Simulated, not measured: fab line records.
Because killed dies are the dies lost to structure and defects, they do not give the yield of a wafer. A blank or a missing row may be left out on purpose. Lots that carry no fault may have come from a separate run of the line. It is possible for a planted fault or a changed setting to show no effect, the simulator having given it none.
Matching of chambers	flow n5_finfet	4 sister chambers for N5_GATE_CUT_STRIP_42 on rie_diel-01
The step strips in O2. 4 wafers are shown with their chamber, then 8 later ones without.

EACH WAFER AND ITS CHAMBER
wafer	chamber	drypump_motor_current_A (A)
L078.3	0	6.3
L083.1	1	5.5
L083.4	3	6.2
L085.1	2	5.9

WAFERS WITH NO CHAMBER GIVEN
wafer	drypump_motor_current_A (A)
L085.3	6.2
L085.4	6.2
L092.1	5.5
L092.4	6.4
L092.5	6.2
L097.2	5.9
L097.3	5.4
L097.4	6.2

EACH ONE'S CHAMBER
wafer	from the rows above	in truth
L085.3	can't be placed: 3 or 0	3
L085.4	can't be placed: 3 or 0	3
L092.1	1	1
L092.4	can't be placed: 0 or 3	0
L092.5	can't be placed: 3 or 0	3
L097.2	2	2
L097.3	1	1
L097.4	can't be placed: 3 or 0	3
Correctly placed: 3 of 8. Not placeable from these rows: 5 (in 5, the candidates include the true chamber). Placed wrongly: 0.
How it was worked out, from the rows above alone: a wafer's distance from a chamber is the root of the sum, over the readings, of the square of ((its reading less the chamber's mean) divided by the reading's scatter). The wafer belongs to the nearest chamber; if the next one is less than 2 further off, it can't be placed. Each chamber's mean is taken over the wafers shown for it. The scatter: root of mean squared gap, hidden wafer to nearest shown wafer, with one shown wafer a chamber.
